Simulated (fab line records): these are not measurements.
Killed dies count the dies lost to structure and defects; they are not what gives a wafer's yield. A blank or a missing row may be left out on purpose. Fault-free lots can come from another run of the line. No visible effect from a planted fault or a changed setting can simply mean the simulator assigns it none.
A struck lot beside a sound one || flow n5Finfet || 15 out of 1938 route steps
Sound: the wafers L611.2, L611.3, L611.5. The struck wafers were L617.2, L617.4, L617.6. The cause comes at the end.
At each step with rows: each side's tool, then ch and its chambers, then its first start. Under that, the readings that differ: sound wafers || struck wafers || difference of the means || sigmas: that difference in standard deviations of wafers without a fault.
alike: readings whose means differ by less than 2 such deviations, and words and numbers that are the same on both sides. not compared: withheld readings, readings that some wafer has no value for, bounds like >300 that may hide the same value, and numbers for which the record gives no deviation and whose values overlap.
A row with sigmas, a row that says differs or no value, or rows on one side alone: a step with any of these is where the two part. Non-overlapping numbers with no deviation appear without sigmas and do not part them. A reading missing from all wafers of one side parts the sides only when that side holds two or more wafers.

first, 1 step without rows for these wafers: N5_SDB_STRIP_19 (strips in N2/H2).
N5_SDB_STRIP_21: strips in CF4.
  sound on rieDiel-03 ch 0,2, day 4 12:40; struck on rieDiel-04 ch 1,2, day 6 08:02
  alike: drypumpMotorCurrentA, oesProductAu, rfVppV, showerheadPlenumPTorr, throttleValvePct
  not compared: rfHoursCounterH
then, 1 step without rows for these wafers: N5_SDB_HM_OPEN_20 (chemistry CH3F/O2, target SiNx, stops on poly-Si, target depth 24 nm).
N5_SDB_STRIP_22: strips in N2/H2.
  sound on plasmaAsher-01 ch 0,1, day 4 12:46; struck on plasmaAsher-02 ch 1, day 6 08:08
  alike: drypumpMotorCurrentA, h2FlowSccm, heaterPowerW, oesProductAu, stripTimeToEndpointS, tempC
  not compared: rfHoursCounterH
then, 2 steps without rows for these wafers: N5_SDB_PRECLEAN_23 (cleans in dHF, time 30 s); N5_SDB_DUMMY_REMOVE_24 (chemistry TMAH, target poly-Si, stops on SiO2, target depth 142 nm, time 57 s, rinse time 30 s).
N5_SDB_ETCH_25: etches SiO2 in C4F6/O2, target depth 10 nm, time 3.3 s.
  sound on rieDiel-04 ch 1,2, day 4 12:59; struck on rieDiel-04 ch 1,3, day 6 08:55
  alike: O2_flow_sccm, drypumpMotorCurrentA, oes_o_777_au, oesProductAu, rfVppV, showerheadPlenumPTorr, throttleValvePct
  not compared: rfHoursCounterH
N5_SDB_CUT_ETCH_26: etches Si in HBr/Cl2/O2, target depth 129.6 nm, bt time 20 s, time 51.8 s.
  sound on rieSi-03 ch 0,3, day 4 13:04; struck on rieSi-03 ch 2,3, day 6 08:59
  alike: O2_flow_sccm, drypumpMotorCurrentA, mfcCl2Sccm, oes_o_777_au, oesProductAu, throttleValvePct
  not compared: rfHoursCounterH
then, 3 steps without rows for these wafers: N5_SDB_PRECLEAN_38 (cleans in dHF, time 10 s); N5_SDB_PRECLEAN_39 (cleans in O3/DIW, time 45 s); N5_SDB_SRD_28 (time 30 s).
N5_SDB_ALD_29: deposits SiNx, target thk 30 nm, pulse time 1 s, ald cycles 600.
  sound on aldSin-02 ch 0,2,3, day 4 13:24; struck on aldSin-03 ch 1,2, day 6 09:14
  alike: heaterPowerW, precursorPulseHeightRel
  not compared: sinceWetCleanH
N5_SDB_CMP_30: polishes, stops on poly-Si, t overpolish 1.54 s, target thk 30 nm.
  sound on cmp-01 ch 1,2,3, day 4 16:13; struck on cmp-03 ch 2,3, day 6 12:01
{"reading": "platenRpm (rpm)", "sound": "51.81 51.83 51.79", "struck": "53.80 53.91 53.88", "difference": "+2.05", "sigmas": "+60"}
  alike: edgeZonePressureFrac, headPressurePsi, motorCurrentA, overpolishRunS, timeToEndpointS
N5_SDB_THK_MEAS_31:
  sound: filmMetro-02 at day 4 16:26; struck: filmMetro-01 at day 6 12:16
  alike: SDB_THK
-- the record jumps here: 4 days lie between the struck wafers' starts before and after (it left off in module SDB and takes up again in module BEOL_M4, whose first step shown is number 1111 of the route) --
N5_BEOL_M4_RC_MEAS_101:
  sound on prober-02 ch 0, day 8 06:45; struck on prober-01 ch 0, day 10 16:23
{"reading": "VT_P (mV)", "sound": "-254.3 -254.8 -251.5", "struck": "-246.0 -250.0 -246.8", "difference": "+5.9", "sigmas": "+3"}
  alike: DIBL_N, DIBL_P, IOFF_N, IOFF_P, ION_N, ION_P, SS_N, SS_P, VT_N

WHERE THEY PART
First at N5_SDB_CMP_30; last, within this record, at N5_BEOL_M4_RC_MEAS_101.

WHY: what the simulator had put in
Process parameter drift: cmp-03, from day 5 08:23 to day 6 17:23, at N5_SDB_CMP_30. Setting platenRpm shifted by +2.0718 from 51.796. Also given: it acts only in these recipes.
